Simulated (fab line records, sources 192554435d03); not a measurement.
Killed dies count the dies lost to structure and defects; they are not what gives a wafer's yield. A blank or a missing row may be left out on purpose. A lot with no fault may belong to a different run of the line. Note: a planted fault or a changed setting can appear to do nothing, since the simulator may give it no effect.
Matching of chambers | flow n5Finfet | N5_BEOL_M9_DESCUM_33 on rieDiel-04 has 4 sister chambers
The step chemistry O2, time 7 s. 16 wafers are shown with their chamber, then 8 later ones without.

## EACH WAFER AND ITS CHAMBER
wafer  | chamber | throttleValvePct (%) | showerheadPlenumPTorr (Torr) | rfVppV (V)
L075.1 | 0       | 20.2                 | 2.25                         | 245.0
L075.3 | 1       | 20.8                 | 1.99                         | 240.7
L075.5 | 3       | 19.7                 | 2.09                         | 243.2
L081.2 | 0       | 20.2                 | 2.25                         | 244.9
L081.3 | 1       | 20.8                 | 1.99                         | 242.2
L081.5 | 2       | 20.5                 | 2.14                         | 244.3
L079.3 | 2       | 20.5                 | 2.13                         | 244.0
L079.4 | 3       | 19.7                 | 2.09                         | 244.1
L079.6 | 0       | 20.2                 | 2.25                         | 244.4
L085.1 | 1       | 20.6                 | 2.26                         | 244.8
L085.2 | 2       | 20.5                 | 2.13                         | 243.5
L085.6 | 2       | 20.5                 | 2.13                         | 243.3
L088.2 | 3       | 19.7                 | 2.09                         | 243.6
L088.3 | 0       | 20.2                 | 2.25                         | 245.3
L088.6 | 0       | 20.2                 | 2.25                         | 245.7
L093.1 | 1       | 20.6                 | 2.25                         | 245.6

SIGNATURES, as means of the wafers listed above
reading               | chamber 0 | chamber 1 | chamber 2 | chamber 3 | scatter within a chamber
throttleValvePct      | 20.200    | 20.700    | 20.500    | 19.700    | 0.0577
showerheadPlenumPTorr | 2.2500    | 2.1225    | 2.1325    | 2.0900    | 0.0766
rfVppV                | 245.060   | 243.325   | 243.775   | 243.633   | 1.21
Rule: a wafer lies at a distance from a chamber equal to the root of the sum of squares, over the readings, of (its reading less the chamber's mean, divided by the reading's scatter). The wafer belongs to the nearest chamber; if the next one is less than 2 further off, it can't be placed. The scatter is the square root of a quotient: the sum, over the shown wafers, of each reading's squared deviation from its chamber's mean, divided by wafers minus chambers.

## WAFERS MISSING THEIR CHAMBER
wafer  | throttleValvePct (%) | showerheadPlenumPTorr (Torr) | rfVppV (V)
L093.4 | 19.8                 | 2.08                         | 243.0
L093.5 | 20.6                 | 2.13                         | 243.4
L095.1 | 19.8                 | 2.08                         | 242.9
L095.3 | 20.6                 | 2.12                         | 243.1
L095.4 | 20.6                 | 2.25                         | 244.4
L097.1 | 20.3                 | 2.24                         | 244.4
L097.2 | 20.6                 | 2.25                         | 246.0
L097.5 | 19.8                 | 2.08                         | 243.3

## EACH ONE'S CHAMBER
wafer  | from the rows above     | in truth
L093.4 | 3                       | 3
L093.5 | can't be placed: 1 or 2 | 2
L095.1 | 3                       | 3
L095.3 | can't be placed: 1 or 2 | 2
L095.4 | can't be placed: 2 or 1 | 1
L097.1 | can't be placed: 0 or 2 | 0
L097.2 | can't be placed: 2 or 1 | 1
L097.5 | 3                       | 3
Correct placement for 3 of the 8. From these rows, 5 cannot be placed; in 5 the true chamber is one of the candidates. Number placed wrongly: 0.
